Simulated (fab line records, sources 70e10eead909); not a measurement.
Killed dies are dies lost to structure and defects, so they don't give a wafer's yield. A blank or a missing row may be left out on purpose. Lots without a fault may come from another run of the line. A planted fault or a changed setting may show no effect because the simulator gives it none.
Chamber matching | flow nand_harc | NHARC_A_BONDPAD_CMP_19 on cmp-04: 4 sister chambers
The step polishes, t overpolish 30 s, cu recess touch 16 s, target thk 169.82 nm. 18 wafers are shown with their chamber, then 9 later ones without.

WAFERS WITH THEIR CHAMBER
wafer  | chamber | motor_current_A (A) | overpolish_run_s (s)
L264.3 | 2       | 11.8                | 30.004
L264.5 | 1       | 12.7                | 29.998
L264.6 | 0       | 10.8                | 29.990
L275.2 | 3       | 12.2                | 29.995
L275.3 | 2       | 12.6                | 30.012
L275.4 | 0       | 10.5                | 29.984
L272.2 | 1       | 12.3                | 29.986
L272.4 | 0       | 11.0                | 30.003
L272.6 | 2       | 12.2                | 29.990
L274.1 | 0       | 11.3                | 30.015
L274.2 | 3       | 12.2                | 29.987
L274.4 | 2       | 12.5                | 30.013
L277.1 | 2       | 11.2                | 29.999
L277.2 | 0       | 11.3                | 30.007
L277.3 | 1       | 12.5                | 30.003
L281.1 | 2       | 11.3                | 29.994
L281.3 | 1       | 12.9                | 30.006
L281.5 | 1       | 12.6                | 29.997

SIGNATURES (means of the wafers above)
reading          | chamber 0 | chamber 1 | chamber 2 | chamber 3 | scatter within a chamber
motor_current_A  | 10.980    | 12.600    | 11.933    | 12.200    | 0.419
overpolish_run_s | 29.99980  | 29.99800  | 30.00200  | 29.99100  | 0.00981
Rule: a wafer's distance from a chamber is the root of the sum, over the readings, of the square of ((its reading less the chamber's mean) divided by the reading's scatter). The wafer belongs to the nearest chamber; if the next one is less than 2 further off, it can't be placed. The scatter: the root of (the sum of the squares of (reading less its chamber's mean) over the shown wafers, divided by (wafers less chambers)).

WAFERS WITHOUT THEIR CHAMBER
wafer  | motor_current_A (A) | overpolish_run_s (s)
L282.1 | 10.9                | 30.003
L282.4 | 11.5                | 30.007
L282.6 | 10.7                | 29.993
L284.3 | 12.4                | 30.006
L284.4 | 12.4                | 29.998
L284.6 | 12.9                | 30.008
L285.1 | 11.3                | 29.995
L285.4 | 12.6                | 30.018
L285.5 | 13.1                | 29.982

WHICH CHAMBER EACH WENT THROUGH
wafer  | from the rows above               | in truth
L282.1 | 0                                 | 0
L282.4 | can't be placed: 2 or 0 or 3 or 1 | 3
L282.6 | 0                                 | 0
L284.3 | can't be placed: 1 or 2 or 3      | 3
L284.4 | can't be placed: 1 or 3 or 2      | 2
L284.6 | can't be placed: 1 or 2 or 3      | 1
L285.1 | can't be placed: 0 or 2 or 3      | 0
L285.4 | can't be placed: 1 or 2 or 3      | 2
L285.5 | can't be placed: 1 or 3 or 2      | 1
Placed correctly: 2 of 9. Can't be placed from these rows: 7 (the true chamber is among the candidates in 7). Placed wrongly: 0.
